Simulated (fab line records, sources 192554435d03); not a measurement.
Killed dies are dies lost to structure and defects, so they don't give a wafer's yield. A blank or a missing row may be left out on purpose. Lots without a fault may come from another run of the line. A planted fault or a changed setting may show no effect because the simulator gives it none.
Which tool did it? | flow n5_finfet | 20 lots, 60 wafers sampled, at 2 steps of a route of 1938

WHAT THE GAUGES READ, wafer by wafer
N5_FIN_CUT_OVL_MEAS_09.
lot  | measured    | on         | FIN_CUT_OVL (nm)
L074 | day 2 04:20 | overlay-01 | 0.4 -0.8 -0.2
L078 | day 3 03:01 | overlay-01 | 0.4 -0.9 -0.5
L079 | day 3 08:24 | overlay-01 | -0.1 0.2 -0.2
L080 | day 3 15:29 | overlay-01 | -0.1 -0.2 -0.1
L081 | day 3 22:31 | overlay-02 | -0.9 -0.2 -1.0
L082 | day 4 02:25 | overlay-02 | -0.5 -0.4 0.4
L083 | day 4 13:59 | overlay-01 | -0.5 0.1 -0.4
L084 | day 4 14:28 | overlay-01 | -0.3 -0.2 -1.0
L085 | day 4 22:05 | overlay-01 | 0.1 -0.4 0.9
L086 | day 5 04:37 | overlay-01 | 0.1 0.5 0.2
L087 | day 5 09:19 | overlay-02 | 0.3 0.1 -0.1
L088 | day 5 14:23 | overlay-02 | 0.0 0.2 -0.3
L089 | day 5 20:24 | overlay-01 | -0.3 -0.2 -1.0
L090 | day 6 02:50 | overlay-02 | -0.8 -0.9 -0.3
L092 | day 6 15:49 | overlay-01 | 0.7 -0.5 -0.3
L093 | day 6 22:06 | overlay-01 | 0.0 0.0 -0.7
L094 | day 7 04:44 | overlay-02 | 0.4 0.2 0.2
L095 | day 7 09:00 | overlay-01 | -1.0 -0.1 -0.8
L096 | day 7 14:55 | overlay-02 | -0.9 -0.5 -1.0
L097 | day 7 21:00 | overlay-01 | 0.4 0.1 -2.1

WHICH TOOL RAN EACH LOT (tool, then ch and the chambers of the sampled wafers, then the start)
lot  | N5_FIN_SAQP_ETCH_34
L074 | rie_diel-06 ch 0,2,3, day 2 03:24
L078 | rie_diel-01 ch 1,2,3, day 3 02:13
L079 | rie_diel-01 ch 0,1, day 3 07:36
L080 | rie_diel-06 ch 0,1, day 3 14:41
L081 | rie_diel-02 ch 0,2,3, day 3 21:43
L082 | rie_diel-01 ch 0,1,3, day 4 01:37
L083 | rie_diel-06 ch 0,1,3, day 4 08:36
L084 | rie_diel-02 ch 0,1,3, day 4 13:40
L085 | rie_diel-01 ch 2,3, day 4 21:13
L086 | rie_diel-01 ch 0,2,3, day 5 03:48
L087 | rie_diel-01 ch 0,2, day 5 08:31
L088 | rie_diel-01 ch 0,2, day 5 13:28
L089 | rie_diel-01 ch 0,2,3, day 5 19:29
L090 | rie_diel-02 ch 0,1,3, day 6 02:02
L092 | rie_diel-01 ch 0,1,2, day 6 14:52
L093 | rie_diel-06 ch 1,3, day 6 21:10
L094 | rie_diel-02 ch 0,1,2, day 7 03:56
L095 | rie_diel-02 ch 0,2,3, day 7 08:12
L096 | rie_diel-06 ch 0,2,3, day 7 14:07
L097 | rie_diel-01 ch 0,2, day 7 20:12
- N5_FIN_SAQP_ETCH_34: etches SiO2 in C4F6/O2, target depth 45 nm, time 15 s.

WHAT THE TOOLS THEMSELVES READ (means of the sampled wafers that have a number; where no wafer has one, the mark that the record gives instead)
N5_FIN_SAQP_ETCH_34.
lot  | tool        | drypump_motor_current_A (A) | etch_rf_on_time_s (s) | mfc_ar_sccm (sccm) | oes_product_au (a.u.) | rf_vpp_V (V) | showerhead_plenum_p_Torr (Torr) | throttle_valve_pct (%)
L074 | rie_diel-06 | 5.8                         | 14.93                 | 300.7              | 0.65                  | 665          | 2.88                            | 21.25
L078 | rie_diel-01 | 5.6                         | 14.94                 | 299.3              | 0.72                  | 668          | 2.98                            | 21.04
L079 | rie_diel-01 | 5.6                         | 14.99                 | 300.2              | 0.72                  | 663          | 2.85                            | 21.10
L080 | rie_diel-06 | 5.3                         | 15.02                 | 299.4              | 0.59                  | 661          | 2.81                            | 21.20
L081 | rie_diel-02 | 5.8                         | 14.98                 | 299.3              | 0.66                  | 664          | 2.83                            | 20.93
L082 | rie_diel-01 | 5.8                         | 14.79                 | 301.1              | 0.72                  | 666          | 2.92                            | 21.01
L083 | rie_diel-06 | 5.7                         | 15.02                 | 299.4              | 0.61                  | 663          | 2.82                            | 21.23
L084 | rie_diel-02 | 6.0                         | 14.99                 | 300.4              | 0.63                  | 660          | 2.80                            | 20.99
L085 | rie_diel-01 | 5.8                         | 15.09                 | 299.6              | 0.65                  | 666          | 2.96                            | 21.10
L086 | rie_diel-01 | 5.7                         | 15.06                 | 299.7              | 0.65                  | 661          | 2.88                            | 21.21
L087 | rie_diel-01 | 5.4                         | 15.23                 | 300.7              | 0.63                  | 656          | 2.81                            | 21.31
L088 | rie_diel-01 | 5.2                         | 14.97                 | 300.0              | 0.62                  | 658          | 2.87                            | 21.35
L089 | rie_diel-01 | 5.6                         | 14.99                 | 299.6              | 0.65                  | 661          | 2.88                            | 21.23
L090 | rie_diel-02 | 6.0                         | 14.95                 | 300.3              | 0.62                  | 660          | 2.80                            | 21.02
L092 | rie_diel-01 | 5.4                         | 15.07                 | 300.4              | 0.67                  | 662          | 2.89                            | 21.17
L093 | rie_diel-06 | 5.5                         | 15.07                 | 300.4              | 0.76                  | 659          | 2.82                            | 21.01
L094 | rie_diel-02 | 6.0                         | 14.90                 | 300.5              | 0.62                  | 659          | 2.87                            | 21.03
L095 | rie_diel-02 | 5.9                         | 14.95                 | 300.5              | 0.64                  | 663          | 2.82                            | 20.98
L096 | rie_diel-06 | 5.8                         | 14.87                 | 299.3              | 0.70                  | 663          | 2.86                            | 21.20
L097 | rie_diel-01 | 5.4                         | 15.21                 | 299.2              | 0.62                  | 656          | 2.80                            | 21.35

THE ANSWER, worked out from the rows above alone
Rule: what is usual is taken from the lots themselves. Put in order of their means at a reading, lots are off if they are a third of the lots or fewer, leave a main group of 4 or more, and stand apart from it by a gap of 3 or more times the standard deviation of the main group's means; of several such gaps the widest counts. A main group whose means are all the same, to the digits that the tables above print for the reading, isn't used. A lot without any number at a reading at which 4 lots or more have one is off too. The other lots that the step has rows for count as sound. The gauges are gone through in route order, then the tools' own readings, and for those a lot's mean is taken as printed above. The first step at which some lot is off is used, and at that step the reading that is off furthest; a lot without a number counts as furthest.
No lot is off at any reading shown: from this, nothing can be told.

WHAT THE SIMULATOR HAD PUT IN
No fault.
